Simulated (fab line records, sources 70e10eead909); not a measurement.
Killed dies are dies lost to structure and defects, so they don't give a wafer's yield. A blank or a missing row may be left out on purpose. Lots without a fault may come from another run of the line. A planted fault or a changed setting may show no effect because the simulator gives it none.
fab line records | flow nand_harc
record lots=24 wafers=72 last_day=33
route steps=1302 shown P_GATE@190 P_CONTACT@233 P_M2@333 P_BONDPAD@365
lots that met no fault: from a run of the same line without faults
start_h: hours from the record's first day to the start of the lot's first wafer shown | wait_h: hours since the lot's step before | " the same as in the row above | L1.1+2: a row that stands for several wafers | - no value, or no start given | * or withheld: withheld | < > ~ a bound
route shown NAME@n: a module of which the file shows steps, and the number in the route of the first | usual: mean/standard deviation of fault-free wafers | same: alike in all rows | chamber/n: place in a boat | sites: the reading at each site | _std_site: their standard deviation | _edge_site: outer sites' mean less inner sites' | radius_mm: how far each site lies from the wafer's centre | mask NAME#n: copy n | behind: the tool/chamber that last shaped the wafer | hold: why the lot was held/for how many hours/how that ended | device: the transistor (n, p or np) that didn't switch | end of line: the same wafers' tests at the end of the route | a step without rows: its recipe alone | killed: dies lost to structure and defects at the first sort, not the wafer's yield | map: a wafer's dies, x killed, . not, _ none there
set.NAME: the setting as run; set.NAME@STEP: as run at that earlier step | model.NAME: the simulator's own value behind a step, which no gauge read
steps of the route over a sample of lots; a table a step, a row a wafer
services: from which hour (start_h, from the record's first day; less than 0 if before it) a tool's chamber was out of use, for how many hours, and why
## steps
# step NHARC_P_GATE_STRIP_76
# recipe power_w=1500 temp_c=250 chemistry=O2
# usual drypump_motor_current_A=5.50/0.2 heater_power_w=343/39
# columns lot.wafer tool chamber start_h wait_h drypump_motor_current_A heater_power_w rf_hours_counter_h
L074.1 plasma_asher-02 0 117.80 0.2 5.43 356 8
L074.6 " 1 " " 5.31 387 -
L074.5 " 0 " " 5.40 362 -
L075.1 plasma_asher-02 1 125.56 0.2 5.31 374 10
L075.4 " 0 " " 5.40 355 -
L075.5 " 1 " " 5.32 374 -
L076.4 plasma_asher-01 1 131.22 0.2 5.75 290 -
L076.3 " 0 " " 5.68 323 -
L076.6 " 0 " " 5.70 326 -
L077.4 plasma_asher-02 1 149.28 0.1 5.28 386 -
L077.5 " 1 " " 5.25 379 -
L077.6 " 0 " " 5.45 360 -
L078.1 plasma_asher-01 1 151.34 0.2 5.78 296 27
L078.3 " 0 " " 5.67 322 -
L078.6 " 0 " " 5.66 330 -
L079.3 plasma_asher-02 1 164.19 0.2 5.29 378 -
L079.4 " 0 " " 5.38 354 -
L079.5 " 0 " " 5.44 357 -
L081.1 plasma_asher-02 1 180.28 0.2 5.27 388 22
L081.4 " 0 " " 5.41 349 -
L081.6 " 1 " " 5.27 379 -
L080.4 plasma_asher-02 0 181.70 0.2 5.43 364 -
L080.3 " 1 " " 5.30 377 -
L080.5 " 0 " " 5.40 363 -
L082.1 plasma_asher-01 1 193.02 0.2 5.80 280 3
L082.3 " 0 " " 5.67 328 -
L082.5 " 0 " " 5.69 338 -
L083.1 plasma_asher-02 1 209.28 0.2 5.29 379 28
L083.2 " 0 " " 5.43 348 28
L083.6 " 1 " " 5.31 381 -
L084.1 plasma_asher-02 1 217.59 0.2 5.29 390 29
L084.6 " 1 " " 5.29 381 -
L084.5 " 0 " " 5.40 355 -
L085.3 plasma_asher-02 1 226.26 0.2 5.27 376 -
L085.5 " 1 " " 5.26 372 -
L085.6 " 0 " " 5.41 355 -
L087.1 plasma_asher-02 0 237.27 0.2 5.42 353 33
L087.6 " 0 " " 5.41 357 -
L087.5 " 1 " " 5.29 382 -
L086.2 plasma_asher-01 1 237.66 0.2 5.78 278 12
L086.4 " 0 " " 5.66 332 -
L086.6 " 0 " " 5.69 323 -
L088.1 plasma_asher-01 0 257.85 0.2 5.68 331 17
L088.3 " 0 " " 5.68 331 -
L088.6 " 0 " " 5.67 326 -
L089.2 plasma_asher-02 1 258.63 0.2 5.26 405 0
L089.3 " 0 " " 5.39 361 -
L089.5 " 0 " " 5.42 363 -
L090.2 plasma_asher-01 1 273.52 0.2 5.78 276 21
L090.4 " 0 " " 5.68 337 -
L090.3 " 1 " " 5.79 279 -
L091.2 plasma_asher-01 0 283.53 0.2 5.66 323 23
L091.5 " 0 " " 5.65 332 -
L091.6 " 1 " " 5.78 270 -
L092.1 plasma_asher-02 0 289.10 0.2 5.43 359 8
L092.2 " 1 " " 5.30 391 8
L092.5 " 0 " " 5.42 367 -
L093.2 plasma_asher-02 0 300.45 0.2 5.40 360 10
L093.4 " 0 " " 5.39 356 -
L093.5 " 1 " " 5.30 395 -
L094.3 plasma_asher-01 1 307.48 0.2 5.80 275 -
L094.4 " 0 " " 5.67 331 -
L094.6 " 1 " " 5.78 270 -
L095.3 plasma_asher-01 1 323.83 0.1 5.78 280 -
L095.5 " 0 " " 5.67 322 -
L095.6 " 1 " " 5.75 274 -
L096.1 plasma_asher-01 0 331.92 0.2 5.67 333 32
L096.2 " 1 " " 5.79 273 32
L096.5 " 1 " " 5.79 280 -
L097.4 plasma_asher-02 1 338.31 0.2 5.28 394 -
L097.3 " 0 " " 5.38 364 -
L097.5 " 1 " " 5.28 398 -
# step NHARC_P_CONTACT_OVL_MEAS_13
# usual overlay_x_nm=0.1/0.88 overlay_y_nm=0.0/0.86
# columns lot.wafer tool chamber start_h wait_h overlay_x_nm overlay_y_nm
L074.1 overlay-01 - 123.52 - 0.7 0.2
L074.5 " - " " 0.2 0.5
L074.6 " - " " 1.4 0.4
L075.1 overlay-01 - 131.23 - 0.7 -0.8
L075.4 " - " " 0.6 -0.9
L075.5 " - " " 0.3 -0.5
L076.3 overlay-01 - 136.75 - 1.0 1.6
L076.4 " - " " 0.9 1.3
L076.6 " - " " 1.0 1.5
L077.4 overlay-02 - 154.93 - -0.8 0.5
L077.5 " - " " -1.7 0.7
L077.6 " - " " -1.6 1.3
L078.1 overlay-02 - 157.18 - 1.4 0.7
L078.3 " - " " 2.0 0.6
L078.6 " - " " 2.3 0.6
L079.3 overlay-02 - 169.88 - 0.3 -0.7
L079.4 " - " " 0.2 -0.2
L079.5 " - " " 0.5 -0.1
L081.1 overlay-02 - 185.86 - 0.0 -0.9
L081.4 " - " " 0.3 -0.3
L081.6 " - " " 0.3 -0.4
L080.3 overlay-02 - 187.28 - -0.5 0.0
L080.4 " - " " -0.3 1.1
L080.5 " - " " -0.2 0.3
L082.1 overlay-02 - 198.82 - -0.3 0.0
L082.3 " - " " -0.3 0.1
L082.5 " - " " -0.6 -0.7
L083.1 overlay-01 - 214.94 - 0.5 -0.1
L083.2 " - " " 0.9 0.2
L083.6 " - " " 0.5 0.5
L084.1 overlay-01 - 223.64 - -0.6 0.3
L084.5 " - " " -0.6 -0.1
L084.6 " - " " -0.1 0.4
L085.3 overlay-01 - 232.16 - 0.2 1.4
L085.5 " - " " 1.3 1.1
L085.6 " - " " 0.3 0.4
L087.1 overlay-01 - 244.37 - -0.6 0.4
L087.5 " - " " -1.1 0.7
L087.6 " - " " -0.4 0.5
L086.2 overlay-02 - 244.48 - -0.2 1.3
L086.4 " - " " 0.5 0.7
L086.6 " - " " 0.6 -0.1
L088.1 overlay-01 - 263.55 - -0.1 -0.7
L088.3 " - " " 0.0 -0.9
L088.6 " - " " -0.5 -0.6
L089.2 overlay-02 - 264.34 - 0.2 0.3
L089.3 " - " " 0.4 0.8
L089.5 " - " " 0.5 0.7
L090.2 overlay-01 - 279.09 - 0.4 -0.7
L090.3 " - " " 1.0 -0.7
L090.4 " - " " 0.8 -0.6
L091.2 overlay-01 - 289.20 - 1.0 0.6
L091.5 " - " " 1.1 0.3
L091.6 " - " " 0.9 0.4
L092.1 overlay-02 - 294.56 - -0.4 -0.3
L092.2 " - " " -0.3 -0.4
L092.5 " - " " 0.1 -0.1
L093.2 overlay-01 - 306.15 - 0.7 -1.2
L093.4 " - " " 0.9 -1.7
L093.5 " - " " 1.0 -1.6
L094.3 overlay-02 - 313.93 - 0.5 0.2
L094.4 " - " " 0.2 0.7
L094.6 " - " " 0.9 0.5
L095.3 overlay-01 - 329.36 - -1.3 -2.3
L095.5 " - " " -1.1 -1.9
L095.6 " - " " -1.2 -1.8
L096.1 overlay-02 - 337.84 - -2.0 -0.1
L096.2 " - " " -2.0 -0.3
L096.5 " - " " -2.1 0.0
L097.3 overlay-02 - 343.97 - -0.2 -1.2
L097.4 " - " " 0.3 -1.4
L097.5 " - " " 0.0 -0.6
# step NHARC_P_M2_ETCH_15
# recipe target_depth_a=1825 time_s=91.2 c4f8_flow_sccm=withheld ar_flow_sccm=400 rf_w=600 bias_w=300 chemistry=C4F8/Ar
# usual oes_product_au=0.941/0.023 rf_vpp_V=440.6/2.9
# columns lot.wafer tool chamber start_h wait_h oes_product_au rf_hours_counter_h rf_vpp_V
L074.1 rie_diel-09 0 - - 0.957 6.7 439.3
L074.6 " 2 " " 0.969 - 436.8
L074.5 " 3 " " 0.987 - 442.4
L075.4 rie_diel-02 2 - - 0.916 5.0 444.9
L075.1 " 0 " " 0.926 4.3 443.6
L075.5 " 2 " " 0.922 - 443.6
L076.4 rie_diel-08 2 - - 0.921 7.7 437.6
L076.3 " 1 " " 0.924 6.5 436.6
L076.6 " 3 " " 0.925 - 441.0
L077.4 rie_diel-08 1 - - 0.920 7.9 438.2
L077.5 " 3 " " 0.924 - 441.6
L077.6 " 0 " " 0.915 - 437.8
L078.1 rie_diel-09 3 - - 0.972 0.6 442.6
L078.3 " 0 " " 0.962 0.5 437.6
L078.6 " 2 " " 0.951 - 436.5
L079.4 rie_diel-09 3 - - 0.961 1.0 443.3
L079.3 " 1 " " 0.961 1.0 444.3
L079.5 " 2 " " 0.956 - 438.0
L081.1 rie_diel-09 0 - - 0.957 1.9 437.9
L081.4 " 1 " " 0.961 1.8 442.2
L081.6 " 1 " " 0.962 - 443.0
L080.3 rie_diel-09 2 - - 0.953 1.9 436.4
L080.4 " 3 " " 0.955 2.0 444.7
L080.5 " 2 " " 0.956 - 436.8
L082.1 rie_diel-09 2 - - 0.969 2.2 438.7
L082.3 " 0 " " 0.945 2.4 438.3
L082.5 " 2 " " 0.976 - 437.7
L083.2 rie_diel-09 2 - - 0.954 3.2 436.0
L083.1 " 1 " " 0.929 2.4 442.5
L083.6 " 2 " " 0.948 - 436.6
L084.1 rie_diel-09 0 - - 0.949 3.8 437.2
L084.5 " 1 " " 0.974 - 443.2
L084.6 " 2 " " 0.983 - 434.7
L085.3 rie_diel-09 3 - - 0.967 4.5 442.6
L085.5 " 2 " " 0.961 - 436.1
L085.6 " 3 " " 0.964 - 443.9
L087.1 rie_diel-09 1 - - 0.939 3.8 442.6
L087.5 " 0 " " 0.914 - 438.8
L087.6 " 1 " " 0.925 - 442.7
L086.4 rie_diel-09 2 - - 0.935 4.7 437.0
L086.2 " 3 " " 0.947 4.8 441.3
L086.6 " 3 " " 0.962 - 442.4
L088.1 rie_diel-02 0 - - 0.970 2.3 443.8
L088.3 " 1 " " 0.951 1.8 442.3
L088.6 " 3 " " 0.951 - 442.8
L089.3 rie_diel-02 1 - - 0.900 2.0 442.4
L089.2 " 0 " " 0.930 2.5 443.0
L089.5 " 1 " " 0.912 - 442.0
L090.4 rie_diel-09 3 - - 0.968 6.2 441.5
L090.2 " 0 " " 0.969 5.8 438.3
L090.3 " 1 " " 0.970 5.5 443.7
L091.2 rie_diel-02 3 - - 0.925 2.0 443.6
L091.5 " 0 " " 0.921 - 444.4
L091.6 " 1 " " 0.906 - 442.9
L092.1 rie_diel-08 0 - - 0.922 7.7 437.4
L092.2 " 1 " " 0.921 8.3 438.6
L092.5 " 2 " " 0.928 - 436.6
L093.2 rie_diel-08 0 - - 0.919 8.1 436.9
L093.4 " 3 " " 0.915 7.1 442.3
L093.5 " 0 " " 0.922 - 437.0
L094.3 rie_diel-08 2 - - 0.933 7.8 435.6
L094.4 " 1 " " 0.917 8.9 439.3
L094.6 " 3 " " 0.921 - 441.9
L095.3 rie_diel-08 2 - - 0.942 8.1 435.9
L095.6 " 1 " " 0.924 - 438.8
L095.5 " 2 " " 0.933 - 437.2
L096.2 rie_diel-02 1 - - 0.911 6.6 441.4
L096.1 " 2 " " 0.914 5.8 443.7
L096.5 " 0 " " 0.921 - 443.0
L097.4 rie_diel-02 3 - - 0.916 5.2 442.9
L097.3 " 1 " " 0.911 6.8 441.1
L097.5 " 3 " " 0.906 - 442.9
# step NHARC_P_M2_INSPECT_27
# usual raw_defect_count=335/130
# columns lot.wafer tool chamber start_h wait_h raw_defect_count
L074.1 defect_inspect-01 - 139.05 0.0 292
L074.5 " - " " 237
L074.6 " - " " 229
L075.1 defect_inspect-01 - 146.35 0.0 278
L075.4 " - " " 270
L075.5 " - " " 269
L076.3 defect_inspect-01 - 151.81 0.0 262
L076.4 " - " " 175
L076.6 " - " " 590
L077.4 defect_inspect-02 - 170.19 0.0 543
L077.5 " - " " 699
L077.6 " - " " 468
L078.1 defect_inspect-01 - 172.19 0.0 771
L078.3 " - " " 886
L078.6 " - " " 416
L079.3 defect_inspect-01 - 185.29 0.0 256
L079.4 " - " " 252
L079.5 " - " " 187
L081.1 defect_inspect-01 - 200.83 0.0 252
L081.4 " - " " 245
L081.6 " - " " 172
L080.3 defect_inspect-01 - 202.13 0.0 569
L080.4 " - " " 387
L080.5 " - " " 361
L082.1 defect_inspect-02 - 214.07 0.0 265
L082.3 " - " " 205
L082.5 " - " " 237
L083.1 defect_inspect-02 - 230.84 0.0 258
L083.2 " - " " 256
L083.6 " - " " 491
L084.1 defect_inspect-02 - 243.09 0.0 342
L084.5 " - " " 468
L084.6 " - " " 396
L085.3 defect_inspect-02 - 252.32 0.0 283
L085.5 " - " " 339
L085.6 " - " " 425
L087.1 defect_inspect-02 - 259.89 0.0 191
L087.5 " - " " 249
L087.6 " - " " 354
L086.2 defect_inspect-01 - 260.66 0.0 399
L086.4 " - " " 286
L086.6 " - " " 365
L088.1 defect_inspect-01 - 279.31 0.0 191
L088.3 " - " " 400
L088.6 " - " " 549
L089.2 defect_inspect-02 - 280.33 0.0 393
L089.3 " - " " 606
L089.5 " - " " 600
L090.2 defect_inspect-02 - 294.16 0.0 352
L090.3 " - " " 313
L090.4 " - " " 412
L091.2 defect_inspect-01 - 304.55 0.0 246
L091.5 " - " " 257
L091.6 " - " " 215
L092.1 defect_inspect-02 - 309.65 0.0 313
L092.2 " - " " 391
L092.5 " - " " 378
L093.2 defect_inspect-02 - 321.49 0.0 173
L093.4 " - " " 282
L093.5 " - " " 229
L094.3 defect_inspect-02 - 329.17 0.0 337
L094.4 " - " " 529
L094.6 " - " " 343
L095.3 defect_inspect-01 - 344.53 0.0 466
L095.5 " - " " 674
L095.6 " - " " 348
L096.1 defect_inspect-02 - 353.16 0.0 373
L096.2 " - " " 168
L096.5 " - " " 251
L097.3 defect_inspect-02 - 359.27 0.0 226
L097.4 " - " " 210
L097.5 " - " " 291
# step NHARC_P_BONDPAD_OVL_MEAS_38
# usual overlay_x_nm=-1/6.9 overlay_y_nm=-2/5.3
# columns lot.wafer tool chamber start_h wait_h overlay_x_nm overlay_y_nm
L074.1 overlay-02 - 140.94 - -5 -1
L074.5 " - " " -5 -1
L074.6 " - " " -5 -1
L075.1 overlay-01 - 148.25 - 11 5
L075.4 " - " " 11 4
L075.5 " - " " 10 5
L076.3 overlay-01 - 153.70 - -3 -7
L076.4 " - " " -3 -7
L076.6 " - " " -4 -7
L077.4 overlay-01 - 172.06 - 8 -1
L077.5 " - " " 9 -1
L077.6 " - " " 8 -1
L078.1 overlay-01 - 173.91 - 0 0
L078.3 " - " " 0 0
L078.6 " - " " 0 0
L079.3 overlay-01 - 187.41 - -1 -8
L079.4 " - " " 0 -8
L079.5 " - " " 0 -8
L081.1 overlay-02 - 202.71 - -6 -3
L081.4 " - " " -6 -3
L081.6 " - " " -6 -3
L080.3 overlay-01 - 204.00 - 9 -8
L080.4 " - " " 10 -7
L080.5 " - " " 10 -7
L082.1 overlay-02 - 216.07 - 2 3
L082.3 " - " " 1 2
L082.5 " - " " 1 3
L083.1 overlay-01 - 232.78 - -7 -9
L083.2 " - " " -8 -9
L083.6 " - " " -8 -8
L084.1 overlay-02 - 245.00 - -1 -3
L084.5 " - " " 0 -3
L084.6 " - " " -1 -3
L085.3 overlay-02 - 254.05 - 2 1
L085.5 " - " " 1 1
L085.6 " - " " 2 1
L087.1 overlay-02 - 261.74 - -7 -2
L087.5 " - " " -7 -2
L087.6 " - " " -8 -3
L086.2 overlay-02 - 262.39 - 1 -6
L086.4 " - " " 1 -6
L086.6 " - " " 1 -6
L088.1 overlay-01 - 281.32 - -8 -4
L088.3 " - " " -9 -4
L088.6 " - " " -8 -4
L089.2 overlay-02 - 282.35 - -8 2
L089.3 " - " " -8 2
L089.5 " - " " -8 2
L090.2 overlay-02 - 296.03 - 7 -3
L090.3 " - " " 7 -4
L090.4 " - " " 8 -3
L091.2 overlay-01 - 306.27 - -6 -1
L091.5 " - " " -7 -1
L091.6 " - " " -7 -1
L092.1 overlay-02 - 311.43 - -15 -7
L092.2 " - " " -15 -6
L092.5 " - " " -15 -7
L093.2 overlay-01 - 323.53 - 3 -13
L093.4 " - " " 3 -13
L093.5 " - " " 3 -13
L094.3 overlay-01 - 331.08 - -8 2
L094.4 " - " " -7 1
L094.6 " - " " -7 2
L095.3 overlay-02 - 346.40 - 0 12
L095.5 " - " " 1 12
L095.6 " - " " 1 12
L096.1 overlay-02 - 355.00 - 13 -8
L096.2 " - " " 13 -8
L096.5 " - " " 13 -8
L097.3 overlay-01 - 361.03 - -2 2
L097.4 " - " " -3 3
L097.5 " - " " -2 2
# step NHARC_P_BONDPAD_ACTIVATE_29
# recipe time_s=60 n2_flow_sccm=200 ar_flow_sccm=0 bias_power_w=0 chemistry=N2
# usual drypump_motor_current_A=5.77/0.3 oes_product_au=1.001/0.013 rf_vpp_V=64.3/0.91 showerhead_plenum_p_Torr=1.80/0.057
# columns lot.wafer tool chamber start_h wait_h drypump_motor_current_A oes_product_au rf_hours_counter_h rf_vpp_V showerhead_plenum_p_Torr
L074.1 rie_diel-12 2 143.68 0.1 5.17 1.020 2.6 64.3 1.77
L074.6 " 2 " " 5.17 1.015 - 64.5 1.77
L074.5 " 3 " " 6.02 1.006 - 64.2 1.83
L075.1 rie_diel-07 1 150.97 0.1 6.05 0.993 0.9 63.6 1.88
L075.4 " 2 " " 6.07 1.017 0.7 64.6 1.84
L075.5 " 1 " " 6.05 0.997 - 64.5 1.88
L076.3 rie_diel-12 2 156.53 0.1 5.15 1.021 2.8 64.4 1.77
L076.4 " 2 " " 5.16 1.037 - 63.4 1.77
L076.6 " 0 " " 5.72 1.002 - 64.3 1.71
L077.4 rie_diel-05 1 174.83 0.1 5.83 0.994 5.4 65.3 1.83
L077.6 " 2 " " 5.86 1.009 - 63.7 1.87
L077.5 " 3 " " 5.35 1.012 - 64.1 1.74
L078.1 rie_diel-07 2 176.66 0.1 6.14 1.008 1.4 64.4 1.84
L078.3 " 3 " " 5.91 0.996 1.4 65.0 1.79
L078.6 " 3 " " 5.92 1.002 - 65.3 1.79
L079.4 rie_diel-05 2 190.16 0.1 5.90 1.018 7.6 65.5 1.87
L079.3 " 3 " " 5.33 0.997 8.0 62.1 1.74
L079.5 " 2 " " 5.89 1.013 - 65.8 1.87
L081.4 rie_diel-07 1 205.46 0.1 6.09 0.980 2.3 63.0 1.88
L081.1 " 0 " " 5.52 0.988 2.0 62.6 1.77
L081.6 " 1 " " 6.09 0.996 - 65.7 1.88
L080.4 rie_diel-07 0 206.74 0.1 5.50 0.999 2.1 65.0 1.77
L080.3 " 1 " " 6.06 0.981 2.3 66.0 1.88
L080.5 " 0 " " 5.53 0.993 - 64.9 1.77
L082.3 rie_diel-05 2 218.88 0.1 5.89 1.010 8.6 65.1 1.87
L082.1 " 3 " " 5.36 0.992 9.1 64.3 1.74
L082.5 " 1 " " 5.87 0.988 - 64.6 1.83
L083.2 rie_diel-07 2 235.72 0.1 6.12 1.004 2.6 64.9 1.84
L083.1 " 3 " " 5.91 1.014 2.5 62.5 1.79
L083.6 " 1 " " 6.08 0.978 - 64.2 1.88
L084.1 rie_diel-05 3 248.40 0.1 5.38 1.009 0.8 64.0 1.74
L084.5 " 3 " " 5.37 1.010 - 64.8 1.74
L084.6 " 1 " " 5.82 1.000 - 63.3 1.83
L085.3 rie_diel-05 3 256.93 0.1 5.37 1.001 0.9 64.0 1.74
L085.5 " 2 " " 5.86 1.012 - 65.1 1.87
L085.6 " 3 " " 5.37 1.003 - 64.6 1.74
L087.1 rie_diel-12 0 264.51 0.1 5.74 1.015 8.6 63.7 1.71
L087.6 " 3 " " 6.04 1.011 - 64.6 1.82
L087.5 " 0 " " 5.73 1.002 - 63.6 1.71
L086.4 rie_diel-12 0 265.26 0.1 5.70 1.007 8.6 64.2 1.71
L086.2 " 1 " " 5.22 0.985 7.5 62.9 1.68
L086.6 " 0 " " 5.69 1.023 - 63.5 1.71
L088.1 rie_diel-07 1 284.42 0.1 6.06 0.974 4.6 66.4 1.88
L088.3 " 3 " " 5.91 0.988 4.0 63.6 1.79
L088.6 " 1 " " 6.06 0.971 - 65.2 1.88
L089.3 rie_diel-05 1 285.20 0.1 5.86 0.998 3.3 65.3 1.83
L089.2 " 3 " " 5.38 1.002 3.0 62.9 1.74
L089.5 " 1 " " 5.85 0.995 - 64.9 1.83
L090.4 rie_diel-05 1 298.78 0.1 5.83 0.992 4.3 64.6 1.83
L090.2 " 2 " " 5.89 1.013 3.7 63.5 1.87
L090.3 " 3 " " 5.34 1.002 3.8 63.1 1.74
L091.2 rie_diel-07 1 309.03 0.1 6.08 1.002 0.1 64.9 1.88
L091.6 " 3 " " 5.93 0.988 - 63.6 1.79
L091.5 " 0 " " 5.54 0.978 - 64.0 1.77
L092.1 rie_diel-07 1 314.18 0.1 6.06 1.022 0.2 66.1 1.88
L092.2 " 2 " " 6.13 1.007 0.1 64.5 1.84
L092.5 " 3 " " 5.94 0.991 - 63.6 1.79
L093.2 rie_diel-07 2 326.59 0.1 6.13 1.009 0.3 65.6 1.84
L093.4 " 3 " " 5.91 1.007 0.4 64.3 1.79
L093.5 " 2 " " 6.13 1.012 - 64.2 1.84
L094.3 rie_diel-07 2 333.81 0.1 6.09 1.005 0.4 64.2 1.84
L094.4 " 0 " " 5.50 0.983 0.6 67.0 1.77
L094.6 " 2 " " 6.09 1.018 - 63.7 1.84
L095.3 rie_diel-07 1 349.15 0.1 6.07 1.011 1.4 64.9 1.88
L095.5 " 0 " " 5.50 0.994 - 63.2 1.77
L095.6 " 2 " " 6.12 1.005 - 63.4 1.84
L096.1 rie_diel-12 0 357.73 0.1 5.71 1.007 3.5 65.0 1.71
L096.2 " 1 " " 5.23 0.987 2.9 64.2 1.68
L096.5 " 3 " " 6.03 0.988 - 63.5 1.82
L097.3 rie_diel-05 2 363.81 0.1 5.90 0.994 7.4 63.5 1.87
L097.4 " 0 " " 5.67 1.013 7.3 64.3 1.84
L097.5 " 2 " " 5.92 0.988 - 64.9 1.87
## services
# columns tool chamber start_h hours kind
rie_diel-05 1 97.61 14.6 repair
plasma_asher-02 - 105.57 1.1 repair
rie_diel-07 - 117.20 9.0 pm
rie_diel-02 - 130.93 0.1 repair
rie_diel-09 - 143.12 9.0 pm
rie_diel-07 2 161.82 7.6 repair
plasma_asher-01 - 172.60 9.0 pm
rie_diel-07 3 177.97 5.0 repair
rie_diel-09 1 216.74 9.8 repair
rie_diel-09 0 221.90 7.7 repair
rie_diel-05 - 229.60 9.0 pm
rie_diel-05 0 243.66 16.9 repair
rie_diel-07 2 245.21 9.8 repair
plasma_asher-02 - 249.00 9.0 pm
rie_diel-09 2 255.49 2.4 repair
rie_diel-07 - 294.20 9.0 pm
rie_diel-09 - 318.29 0.4 repair
rie_diel-09 - 320.12 9.0 pm
rie_diel-05 - 334.32 0.8 repair
rie_diel-07 3 342.91 16.7 repair
rie_diel-09 2 344.49 3.1 repair
plasma_asher-01 - 349.60 9.0 pm
rie_diel-07 0 356.81 15.2 repair
rie_diel-09 1 361.73 29.0 repair
## key
fault none
